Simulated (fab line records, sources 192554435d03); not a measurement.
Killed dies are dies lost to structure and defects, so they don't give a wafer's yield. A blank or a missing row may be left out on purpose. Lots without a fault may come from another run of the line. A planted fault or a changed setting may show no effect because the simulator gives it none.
Which tool did it? | flow n5_finfet | 11 lots, 33 wafers sampled, at 2 steps of a route of 1938

WHAT THE GAUGES READ, wafer by wafer
N5_BEOL_M13_INSPECT_55: inspects for defects (darkfield). Usual: raw_defect_count 68, standard deviation 24.
lot  | measured     | on                | raw_defect_count | flag
L164 | day 12 04:47 | defect_inspect-02 | 54 73 91         |
L165 | day 12 16:14 | defect_inspect-02 | 42 61 42         |
L167 | day 12 23:56 | defect_inspect-02 | 91 62 82         |
L169 | day 13 01:29 | defect_inspect-01 | 70 70 84         |
L170 | day 13 16:40 | defect_inspect-02 | 63 86 61         |
L172 | day 14 02:44 | defect_inspect-02 | 102 60 59        |
L173 | day 14 22:05 | defect_inspect-01 | 33 41 42         |
L179 | day 16 08:46 | defect_inspect-01 | 64 114 73        |
L183 | day 16 15:14 | defect_inspect-02 | 74 82 46         |
L184 | day 17 16:30 | defect_inspect-02 | 60 73 76         |
L185 | day 17 19:42 | defect_inspect-01 | 59 30 45         |

WHICH TOOL RAN EACH LOT (tool, then ch and the chambers of the sampled wafers, then the start)
lot  | N5_BEOL_M13_SPUTTER_44
L164 | pvd_sputter-03, day 12 03:26
L165 | pvd_sputter-02, day 12 15:05
L167 | pvd_sputter-02, day 12 22:49
L169 | pvd_sputter-01, day 13 00:23
L170 | pvd_sputter-01, day 13 15:14
L172 | pvd_sputter-03, day 14 01:18
L173 | pvd_sputter-02, day 14 20:37
L179 | pvd_sputter-01, day 16 06:56
L183 | pvd_sputter-03, day 16 14:07
L184 | pvd_sputter-03, day 17 15:23
L185 | pvd_sputter-03, day 17 18:20
- N5_BEOL_M13_SPUTTER_44: material Ta, target thk 10 nm, time 16.13 s.

WHAT THE TOOLS THEMSELVES READ (means of the sampled wafers that have a number; where no wafer has one, the mark that the record gives instead)
N5_BEOL_M13_SPUTTER_44. Usual: throttle_valve_pct 30.1 %, standard deviation 1.1.
lot  | tool           | throttle_valve_pct (%) | flag
L164 | pvd_sputter-03 | 30.6                   |
L165 | pvd_sputter-02 | 29.9                   |
L167 | pvd_sputter-02 | 29.4                   |
L169 | pvd_sputter-01 | 30.6                   |
L170 | pvd_sputter-01 | 29.9                   |
L172 | pvd_sputter-03 | 29.9                   |
L173 | pvd_sputter-02 | 30.6                   |
L179 | pvd_sputter-01 | 30.7                   |
L183 | pvd_sputter-03 | 30.1                   |
L184 | pvd_sputter-03 | 30.8                   |
L185 | pvd_sputter-03 | 30.0                   |

THE ANSWER, worked out from the rows above alone
Rule: a lot is off if the mean of its wafers that have a number lies more than 3 standard deviations from the usual mean. A lot without any number at a reading at which 4 lots or more have one is off too. The other lots that the step has rows for count as sound. The gauges are gone through in route order, then the tools' own readings, and for those a lot's mean is taken as printed above. The first step at which some lot is off is used, and at that step the reading that is off furthest; a lot without a number counts as furthest.
No lot is off at any reading shown: from this, nothing can be told.

WHAT THE SIMULATOR HAD PUT IN
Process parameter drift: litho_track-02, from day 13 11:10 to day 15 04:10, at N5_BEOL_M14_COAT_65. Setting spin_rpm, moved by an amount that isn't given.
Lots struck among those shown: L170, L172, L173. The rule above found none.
